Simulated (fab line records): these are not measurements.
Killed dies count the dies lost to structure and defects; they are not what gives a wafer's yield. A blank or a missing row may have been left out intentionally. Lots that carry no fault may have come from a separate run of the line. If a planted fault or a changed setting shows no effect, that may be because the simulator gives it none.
Which tool is to blame? + flow nand harc + 7 lots, 21 wafers sampled, at 5 steps of a route of 1302

== WHAT THE GAUGES SHOWED, per wafer ==
NHARC_END_SORT_01.
| lot  | measured     | on        | killed at array |
|------|--------------|-----------|-----------------|
| L334 | day 34 00:18 | prober-02 | 41 41 33        |

== WHICH TOOL RAN EACH LOT (tool, then ch and the chambers of the sampled wafers, then the start) ==
| lot  | NHARC_P_GATE_DEVELOP_45           | NHARC_A_BONDPAD_PRE_CLEAN_26            | NHARC_A_BONDPAD_PVD_17                  | NHARC_HYBRID_BOND_ACTIVATE_00      |
|------|-----------------------------------|-----------------------------------------|-----------------------------------------|------------------------------------|
| L312 | litho track-03 ch 0, day 6 03:00  | pvd sputter-01, day 23 19:41 or earlier | pvd sputter-01, day 23 19:41 or earlier | rie diel-11 ch 1,2, day 23 19:41   |
| L314 | litho track-03 ch 0, day 6 18:00  | pvd sputter-02, day 24 02:41 or earlier | pvd sputter-02, day 24 02:41 or earlier | rie diel-10 ch 2,3, day 24 02:41   |
| L318 | litho track-03 ch 0, day 8 19:00  | pvd sputter-01, day 27 03:29 or earlier | pvd sputter-01, day 27 03:29 or earlier | rie diel-08 ch 0,2,3, day 27 03:29 |
| L321 | litho track-02 ch 0, day 9 08:00  | pvd sputter-03, day 26 14:37 or earlier | pvd sputter-03, day 26 14:37 or earlier | rie diel-10 ch 1,2,3, day 26 14:37 |
| L322 | litho track-02 ch 0, day 10 00:00 | pvd sputter-03, day 27 18:26 or earlier | pvd sputter-03, day 27 18:26 or earlier | rie diel-10 ch 0,1,2, day 27 18:26 |
| L325 | litho track-05 ch 0, day 11 12:00 | pvd sputter-03, day 28 16:17 or earlier | pvd sputter-03, day 28 16:17 or earlier | rie diel-10 ch 0,1,3, day 28 16:17 |
| L334 | litho track-05 ch 0, day 14 23:00 | -                                       | -                                       | -                                  |
- NHARC_P_GATE_DEVELOP_45: time 70 s.
- NHARC_A_BONDPAD_PRE_CLEAN_26: time 30 s.
- NHARC_A_BONDPAD_PVD_17: deposits TaN, target thk 5 nm, time 8.06 s.
- NHARC_HYBRID_BOND_ACTIVATE_00: chemistry N2, time 60 s.

== THE ANSWER, worked out from the rows above alone ==
Rule: the usual values come from the lots themselves. Put in order of their means at a reading, lots are off if they are a third of the lots or fewer, leave a main group of 4 or more, and stand apart from it by a gap of 3 or more times the standard deviation of the main group's means; of several such gaps the widest counts. A main group is skipped when, at the precision printed for the reading in the tables above, its means are all equal. A lot without any number at a reading at which 4 lots or more have one is off too. The other lots that the step has rows for count as sound.
None of the lots is off at any reading shown; this tells nothing.

== WHAT THE SIMULATOR PUT IN ==
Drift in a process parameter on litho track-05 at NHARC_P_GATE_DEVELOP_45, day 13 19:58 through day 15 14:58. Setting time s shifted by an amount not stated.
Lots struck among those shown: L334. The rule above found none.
